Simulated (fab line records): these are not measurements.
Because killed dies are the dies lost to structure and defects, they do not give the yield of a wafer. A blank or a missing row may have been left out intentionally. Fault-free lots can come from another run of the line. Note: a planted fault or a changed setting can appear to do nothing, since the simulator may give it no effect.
Comparing a struck lot with a sound one :: flow n5-finfet :: 40 out of 1938 route steps
Sound: wafers L132.4, L132.5, L132.6. Struck: wafer L133.4 (left out: L133.1, L133.5 of the same lot, which were not struck); the cause appears at the end.
For every step that has rows: the tool of each side, followed by ch and its chambers, followed by its first start. Under that, the readings that differ: sound wafers :: struck wafers :: difference of the means :: sigmas: that difference in standard deviations of wafers without a fault.
alike: readings with means less than 2 such deviations apart, plus words and numbers identical on both sides. not compared: withheld readings, readings lacking a value on some wafer, bounds such as >300 that could conceal the same value, and numbers that have no deviation in the record and whose values overlap.
A row with sigmas, a row that says differs or no value, or rows on one side alone: a step with any of these is where the two part. Numbers that have no deviation but don't overlap get no sigmas and don't part them. A reading missing from all wafers of one side parts the sides only when that side holds two or more wafers.

first, 11 steps without rows for these wafers: N5_BEOL_M0_SAQP_SPACER1_ETCHBACK_99 (etches SiO2 in CHF3/O2, target depth 15.4 nm, time 7.7 s); N5_BEOL_M0_SAQP_MANDREL1_REMOVE_100 (chemistry HBr/Cl2/O2, target a-Si, stops on SiNx, bt time 10 s); N5_BEOL_M0_SAQP_ETCH_101 (etches SiNx in CH3F/O2, target depth 29.9 nm, time 42.7 s); N5_BEOL_M0_SAQP_ETCH_102 (etches SiO2 in CF4, target depth 4 nm, time 4.4 s); N5_BEOL_M0_SAQP_MANDREL_ETCH_103 (etches a-Si in HBr/Cl2, stops on SiCN, target depth 45 nm, bt time 10 s, time 27 s); N5_BEOL_M0_SAQP_RECESS_104 (chemistry HF/NH3, target SiO2, target depth 18 nm, afs cycles 3, sublimation time 60 s); N5_BEOL_M0_SAQP_COAT_105 (time 60 s, resist thk 100 nm); N5_BEOL_M0_SAQP_ETCH_106 (etches SOC in N2/H2, stops on SiNx, target depth 150 nm); N5_BEOL_M0_SAQP_ETCH_107 (etches SiNx in CH3F/O2, target depth 30 nm); N5_BEOL_M0_SAQP_STRIP_108 (strips in N2/H2); N5_BEOL_M0_SAQP_RECESS_109 (chemistry HF/NH3, target SiO2, target depth 3 nm, afs cycles 1, sublimation time 60 s).
N5_BEOL_M0_SAQP_SPACER2_ALD_26: deposits SiO2, target thk 15 nm, pulse time 1 s, purge time 2 s.
  sound on ald-sin-02 ch 1,2, day 8 09:57; struck on ald-sin-02 ch 2, day 8 16:46
reading: model.SiO2_of_BEOL_M0_SAQP_SPACER2_ALD_26.thk-nm (nm)
sound: 15 15 15
struck: 21.8
difference: +6.8
sigmas: 
  alike: heater-power-w, precursor-pulse-height-rel
then, 1 step without rows for these wafers: N5_BEOL_M0_SAQP_SPACER2_ETCHBACK_27 (etches SiO2 in CHF3/O2, target depth 22.5 nm, time 11.25 s).
N5_BEOL_M0_SAQP_MANDREL2_REMOVE_110: chemistry HBr/Cl2/O2, target a-Si, stops on SiCN, bt time 10 s.
  sound on rie-si-02 ch 1,2, day 8 10:35; struck on rie-si-02 ch 0, day 8 17:24
reading: throttle-valve-pct (%)
sound: 36.96 36.76 36.97
struck: 36.31
difference: -0.59
sigmas: -2

reading: model.BEOL_M0_SAQP.cd-nm (nm)
sound: 15.2 14.8 15
struck: 21.6
difference: +6.6
sigmas: 

reading: model.SiO2_of_BEOL_M0_SAQP_SPACER2_ALD_26.thk-nm (nm)
sound: 10.6 10.6 10.6
struck: 17.4
difference: +6.8
sigmas: 
  alike: drypump-motor-current-A, oes-product-au
  not compared: rf-hours-counter-h
N5_BEOL_M0_SAQP_CD_MEAS_29: target cd 14.4 nm.
  sound on cd-sem-02 ch 0, day 8 10:42; struck on cd-sem-02 ch 0, day 8 17:31
reading: cd-nm (nm)
sound: 15.40 14.84 15.23
struck: 21.78
difference: +6.62
sigmas: +26
then, 23 steps without rows for these wafers: N5_BEOL_M0_SAQP_COAT_69 (time 60 s, resist thk 90 nm); N5_BEOL_M0_SAQP_COAT_72 (time 60 s, resist thk 15 nm); N5_BEOL_M0_SAQP_COAT_87 (time 60 s, resist thk 5 nm); N5_BEOL_M0_SAQP_COAT_34 (resist thk 30 nm); N5_BEOL_M0_SAQP_EBR_36; N5_BEOL_M0_SAQP_SOFTBAKE_35 (time 60 s); N5_BEOL_M0_SAQP_EXPOSE_37 (exposes mask M0 CUT1, target cd 30 nm); N5_BEOL_M0_SAQP_PEB_38 (peb time 60 s); N5_BEOL_M0_SAQP_DEVELOP_39 (develop time 30 s); N5_BEOL_M0_SAQP_DESCUM_45 (chemistry O2, time 7 s); N5_BEOL_M0_SAQP_ETCH_88 (etches underlayer in N2/H2, target depth 6.5 nm, time 5.2 s); N5_BEOL_M0_SAQP_ETCH_73 (etches SiARC in CF4, target depth 19.5 nm, time 32.5 s); N5_BEOL_M0_SAQP_CUT_ETCH_46 (etches SOC in N2/H2, target depth 135 nm, overetch 27 nm, time 202.5 s); N5_BEOL_M0_SAQP_STRIP_74 (strips in N2/H2); N5_BEOL_M0_SAQP_STRIP_89 (strips in N2/H2); N5_BEOL_M0_SAQP_ALD_48 (deposits SiO2, target thk 20 nm, pulse time 1 s, co reactant pulse time 1 s); N5_BEOL_M0_SAQP_ETCH_49 (etches SiO2 in CF4/O2, target depth 37 nm); N5_BEOL_M0_SAQP_STRIP_75 (strips in CF4); N5_BEOL_M0_CUTY_COAT_50 (time 60 s, resist thk 15 nm); N5_BEOL_M0_CUTY_COAT_51 (resist thk 150 nm); N5_BEOL_M0_CUTY_EBR_52; N5_BEOL_M0_CUTY_SOFTBAKE_53 (time 60 s); N5_BEOL_M0_CUTY_EXPOSE_54 (exposes mask M0 ABLK).
N5_BEOL_M4_RC_MEAS_101:
  the record has rows for the sound wafers here (prober-02 ch 0, day 10 00:35) and none for the struck ones
-- record jumps: 6 days separate the struck wafers' starts on either side; left off in module BEOL_M4, taken up again in module PASSIVATION, whose first shown step is the route's number 1936 --
N5_PASSIVATION_PROBE_49:
  record: rows for the struck wafers here (prober-02, day 15 03:44), none for the sound ones

WHERE THEY PART
First at N5_BEOL_M0_SAQP_MANDREL2_REMOVE_110; last, within this record, at N5_PASSIVATION_PROBE_49.

WHY: what the simulator had put in
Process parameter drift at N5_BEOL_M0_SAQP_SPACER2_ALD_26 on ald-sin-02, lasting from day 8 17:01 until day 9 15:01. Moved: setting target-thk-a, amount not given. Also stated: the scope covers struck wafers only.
